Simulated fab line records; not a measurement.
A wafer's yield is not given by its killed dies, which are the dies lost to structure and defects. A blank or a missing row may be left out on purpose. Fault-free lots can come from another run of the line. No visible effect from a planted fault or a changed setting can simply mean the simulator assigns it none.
Struck lot and sound lot, side by side | flow nand harc | 15 steps out of a route of 1302
Sound: these wafers, L822.2, L822.3, L822.5. Struck: wafers L837.1, L837.4, L837.6. Last of all comes the cause.
At each step with rows: each side's tool, then ch and its chambers, then its first start. Under that, the readings that differ: sound wafers | struck wafers | difference of the means | sigmas: that difference in standard deviations of wafers without a fault.
alike: a reading whose means differ by less than 2 such deviations, as well as words and numbers matching on both sides. not compared: withheld readings; readings where some wafer has no value; bounds like >300 that might hide an equal value; numbers whose values overlap and for which the record gives no deviation.
Wherever a step has rows on one side only, a row that says differs or no value, or a row with sigmas, the two part there. Non-overlapping numbers with no deviation appear without sigmas and do not part them. Lack of a reading on every wafer of one side parts them only where that side has two or more wafers.

first, 1 step without rows for these wafers: NHARC_A_CONTACT_ETCH_134 (etches the open film in C4F8/O2/Ar, time 140 s, target depth 700 nm).
NHARC_A_CONTACT_ETCH_135: etches the open film in C4F8/O2/Ar, time 311 s, target depth 1912 nm.
  sound on har cap etch-03 ch 0,1, day 25 10:16; struck on har cap etch-03 ch 0,1, day 31 11:21
  alike: chamber pressure mTorr, oes air line au
  not compared: rf hours counter h
NHARC_A_CONTACT_ETCH_136: etches the open film in C4F8/O2/Ar, time 311 s, target depth 1912 nm.
  sound on har cap etch-03 ch 0,1, day 25 10:32; struck on har cap etch-03 ch 0,1, day 31 11:38
  alike: chamber pressure mTorr, oes air line au
  not compared: rf hours counter h
NHARC_A_CONTACT_ETCH_137: etches the open film in C4F8/O2/Ar, time 311 s, target depth 1912 nm.
  sound on har cap etch-03 ch 0,1, day 25 10:47; struck on har cap etch-03 ch 0,1, day 31 11:54
  alike: chamber pressure mTorr, oes air line au
  not compared: rf hours counter h
NHARC_A_CONTACT_ETCH_138: etches the open film in C4F8/O2/Ar, time 311 s, target depth 1914 nm.
  sound on har cap etch-03 ch 0,1, day 25 11:04; struck on har cap etch-03 ch 0,1, day 31 12:10
  alike: chamber pressure mTorr, oes air line au
  not compared: rf hours counter h
then, 2 steps without rows for these wafers: NHARC_A_CONTACT_ETCH_139 (etches the open film in C4F8/O2/Ar, time 195 s, target depth 840 nm); NHARC_A_CONTACT_ETCH_92 (etches the open film in CH3F/O2, target depth 40 nm, time 85.7 s).
NHARC_A_CONTACT_ETCH_98: etches the open film in C4F6/O2, target depth 20 nm, time 10 s.
  sound: rie diel-06 ch 0,1,2; struck: rie diel-04 ch 0,1,2
  alike: bias w, c4f6 flow sccm, drypump motor current A, oes product au, rf vpp V, showerhead plenum p Torr, throttle valve pct
  not compared: rf hours counter h
NHARC_A_CONTACT_CD_MEAS_15:
  sound on cd sem-02 at day 25 12:07; struck on cd sem-03 at day 31 13:10
  alike: cd nm
then, 3 steps without rows for these wafers: NHARC_A_CONTACT_STRIP_107 (strips in N2/H2); NHARC_A_CONTACT_STRIP_108 (strips in CF4/CHF3); NHARC_A_CONTACT_STRIP_109 (strips in O2/COS).
NHARC_A_CONTACT_ETCH_110: etches the open film in CF4/O2, target depth 60 nm, overetch 6 nm, time 33 s.
  sound on rie diel-01 ch 1,2,3, day 25 12:25; struck on rie diel-04 ch 0,1,3, day 31 13:28
  no value came back on the struck wafers for any of 8 readings (bias w (W), cf4 flow sccm (sccm) and others); on the sound wafers bias w (W) reads 100.31 99.76 99.46
  not compared: rf hours counter h
then, 2 steps without rows for these wafers: NHARC_A_CONTACT_STRIP_26 (strips in O2); NHARC_END_SORT_01.

## WHERE THEY PART
NHARC_A_CONTACT_ETCH_110 only, going by this record.

WHY: what the simulator had put in
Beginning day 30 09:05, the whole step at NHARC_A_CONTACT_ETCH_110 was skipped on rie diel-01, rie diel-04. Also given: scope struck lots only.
